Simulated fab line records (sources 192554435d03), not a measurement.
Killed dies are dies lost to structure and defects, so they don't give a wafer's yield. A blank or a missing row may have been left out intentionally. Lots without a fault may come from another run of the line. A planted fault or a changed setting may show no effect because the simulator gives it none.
Split-lot study || flow n5-finfet || 7 lots, 21 wafers read, on a route of 1938 steps

## ABOUT THE SPLIT
At N5_FIN_CUT_CUT_ETCH_26 (etches SiNx in CH3F/O2, target depth 39 nm, time 55.7 s), the setting time-s was moved away from the recipe's 55.7 s on 7 of the 21 wafers read, by -14.4% to +16.9%. For the rest of the wafers, this setting stayed at what the recipe calls for.

Reading taken at the split's own step.

## THE READING
SOC_of_FIN_CUT_COAT_18.thk-nm (the simulator's own value, which no gauge read), in nm, at N5_FIN_CUT_CUT_ETCH_26 (etches SiNx in CH3F/O2, target depth 39 nm, time 55.7 s). The file gives no usual value for it. Here, 14 wafers ran the recipe; their average is 211.3 nm with a standard deviation of 0.72 nm.

{"wafer": "L077.3", "tool, chamber at the split": "rie-diel-01, 0", "time-s as run, s": 55.7, "against the recipe": "recipe", "SOC_of_FIN_CUT_COAT_18.thk-nm, nm": 211, "against lot-mates on the recipe": "-"}
{"wafer": "L077.4", "tool, chamber at the split": "rie-diel-01, 3", "time-s as run, s": 55.7, "against the recipe": "recipe", "SOC_of_FIN_CUT_COAT_18.thk-nm, nm": 210, "against lot-mates on the recipe": "-"}
{"wafer": "L077.5", "tool, chamber at the split": "rie-diel-01, 1", "time-s as run, s": 55.7, "against the recipe": "recipe", "SOC_of_FIN_CUT_COAT_18.thk-nm, nm": 210.6, "against lot-mates on the recipe": "-"}
{"wafer": "L079.1", "tool, chamber at the split": "rie-diel-01, 1", "time-s as run, s": 55.7, "against the recipe": "recipe", "SOC_of_FIN_CUT_COAT_18.thk-nm, nm": 210.8, "against lot-mates on the recipe": "-"}
{"wafer": "L079.3", "tool, chamber at the split": "rie-diel-01, 3", "time-s as run, s": 55.7, "against the recipe": "recipe", "SOC_of_FIN_CUT_COAT_18.thk-nm, nm": 210.8, "against lot-mates on the recipe": "-"}
{"wafer": "L079.5", "tool, chamber at the split": "rie-diel-01, 2", "time-s as run, s": 48.17, "against the recipe": "-13.5%", "SOC_of_FIN_CUT_COAT_18.thk-nm, nm": 214.4, "against lot-mates on the recipe": "+3.6"}
{"wafer": "L080.2", "tool, chamber at the split": "rie-diel-03, 3", "time-s as run, s": 51.63, "against the recipe": "-7.3%", "SOC_of_FIN_CUT_COAT_18.thk-nm, nm": 213, "against lot-mates on the recipe": "+1.2"}
{"wafer": "L080.5", "tool, chamber at the split": "rie-diel-03, 0", "time-s as run, s": 55.7, "against the recipe": "recipe", "SOC_of_FIN_CUT_COAT_18.thk-nm, nm": 212, "against lot-mates on the recipe": "-"}
{"wafer": "L080.6", "tool, chamber at the split": "rie-diel-03, 3", "time-s as run, s": 55.7, "against the recipe": "recipe", "SOC_of_FIN_CUT_COAT_18.thk-nm, nm": 211.6, "against lot-mates on the recipe": "-"}
{"wafer": "L085.1", "tool, chamber at the split": "rie-diel-02, 2", "time-s as run, s": 47.66, "against the recipe": "-14.4%", "SOC_of_FIN_CUT_COAT_18.thk-nm, nm": 214.2, "against lot-mates on the recipe": "+2.7"}
{"wafer": "L085.5", "tool, chamber at the split": "rie-diel-02, 1", "time-s as run, s": 55.7, "against the recipe": "recipe", "SOC_of_FIN_CUT_COAT_18.thk-nm, nm": 211.4, "against lot-mates on the recipe": "-"}
{"wafer": "L085.6", "tool, chamber at the split": "rie-diel-02, 2", "time-s as run, s": 55.7, "against the recipe": "recipe", "SOC_of_FIN_CUT_COAT_18.thk-nm, nm": 211.6, "against lot-mates on the recipe": "-"}
{"wafer": "L088.2", "tool, chamber at the split": "rie-diel-01, 1", "time-s as run, s": 55.7, "against the recipe": "recipe", "SOC_of_FIN_CUT_COAT_18.thk-nm, nm": 210.4, "against lot-mates on the recipe": "-"}
{"wafer": "L088.3", "tool, chamber at the split": "rie-diel-01, 0", "time-s as run, s": 48.19, "against the recipe": "-13.5%", "SOC_of_FIN_CUT_COAT_18.thk-nm, nm": 213.6, "against lot-mates on the recipe": "+3.2"}
{"wafer": "L088.6", "tool, chamber at the split": "rie-diel-01, 3", "time-s as run, s": 48.19, "against the recipe": "-13.5%", "SOC_of_FIN_CUT_COAT_18.thk-nm, nm": 213.2, "against lot-mates on the recipe": "+2.8"}
{"wafer": "L092.1", "tool, chamber at the split": "rie-diel-02, 1", "time-s as run, s": 65.09, "against the recipe": "+16.9%", "SOC_of_FIN_CUT_COAT_18.thk-nm, nm": 209.4, "against lot-mates on the recipe": -3.2}
{"wafer": "L092.2", "tool, chamber at the split": "rie-diel-02, 3", "time-s as run, s": 55.7, "against the recipe": "recipe", "SOC_of_FIN_CUT_COAT_18.thk-nm, nm": 212.6, "against lot-mates on the recipe": "-"}
{"wafer": "L092.3", "tool, chamber at the split": "rie-diel-02, 0", "time-s as run, s": 65.09, "against the recipe": "+16.9%", "SOC_of_FIN_CUT_COAT_18.thk-nm, nm": 209.4, "against lot-mates on the recipe": -3.2}
{"wafer": "L095.1", "tool, chamber at the split": "rie-diel-02, 3", "time-s as run, s": 55.7, "against the recipe": "recipe", "SOC_of_FIN_CUT_COAT_18.thk-nm, nm": 212.4, "against lot-mates on the recipe": "-"}
{"wafer": "L095.3", "tool, chamber at the split": "rie-diel-02, 2", "time-s as run, s": 55.7, "against the recipe": "recipe", "SOC_of_FIN_CUT_COAT_18.thk-nm, nm": 211, "against lot-mates on the recipe": "-"}
{"wafer": "L095.6", "tool, chamber at the split": "rie-diel-02, 2", "time-s as run, s": 55.7, "against the recipe": "recipe", "SOC_of_FIN_CUT_COAT_18.thk-nm, nm": 211.6, "against lot-mates on the recipe": "-"}

FIT RESULTS
A straight line over all 21 wafers: SOC_of_FIN_CUT_COAT_18.thk-nm changes by -0.154 nm for each +1% of time-s; r = -0.88; the points scatter about the line by 0.71 nm.
The same after taking each lot's own level away (the mean of its wafers on the recipe; 21 wafers): -0.206 nm for each +1%; r = -0.98; scatter 0.38 nm.
Per that fit: largest time-s move, reading shift of 3.5 nm.
Measured against the standard deviation above, the lots' own levels, which go from 210.40 to 212.60 nm, span 3.0 times it.
Thus the slope moves with the lot-to-lot level: the two fits are different.
Check: -3.5 nm against its lot-mates is what the line predicts for one of the wafers moved furthest among these (+16.9%) when that wafer is left out of the fit. It came out at -3.2 nm against them.

## FURTHER SPLITS ON THESE WAFERS
Other splits were also applied to these wafers ahead of the reading. Each is held against what the fit with the lots' levels taken away leaves over:
{"other split on the same wafers": "N5_WELL_APT_PEB_06 peb-time-s", "wafers away from the commonest value": 4, "r with SOC_of_FIN_CUT_COAT_18.thk-nm (lot level and that fit taken away)": "+0.11"}
{"other split on the same wafers": "N5_WELL_APT_DEVELOP_07 develop-time-s", "wafers away from the commonest value": 11, "r with SOC_of_FIN_CUT_COAT_18.thk-nm (lot level and that fit taken away)": "+0.13"}
{"other split on the same wafers": "N5_FIN_SAQP_PECVD_06 time-s", "wafers away from the commonest value": 7, "r with SOC_of_FIN_CUT_COAT_18.thk-nm (lot level and that fit taken away)": "+0.05"}
{"other split on the same wafers": "N5_FIN_SAQP_EXPOSE_13 dose-mj", "wafers away from the commonest value": 6, "r with SOC_of_FIN_CUT_COAT_18.thk-nm (lot level and that fit taken away)": "+0.01"}
{"other split on the same wafers": "N5_FIN_CUT_ETCH_21 bias-w", "wafers away from the commonest value": 7, "r with SOC_of_FIN_CUT_COAT_18.thk-nm (lot level and that fit taken away)": -0.11}

## THE WHOLE CHAIN: every reading that the file lists as answering this split, in the file's order
{"step": "N5_FIN_CUT_CUT_ETCH_26", "what it does": "etches SiNx in CH3F/O2, target depth 39 nm, time 55.7 s", "reading": "etch.depth-nm (the simulator's own value, which no gauge read)", "change (the file's fit)": "+0.387 nm for each +1% of the setting", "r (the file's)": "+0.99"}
{"step": "N5_FIN_CUT_CUT_ETCH_26", "what it does": "etches SiNx in CH3F/O2, target depth 39 nm, time 55.7 s", "reading": "SOC_of_FIN_CUT_COAT_18.thk-nm (the simulator's own value, which no gauge read)", "change (the file's fit)": "-0.21 nm for each +1% of the setting", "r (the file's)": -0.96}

## THE FILE'S OWN FIT
SOC_of_FIN_CUT_COAT_18.thk-nm changes by -0.21 nm for each +1% of time-s, r = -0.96.
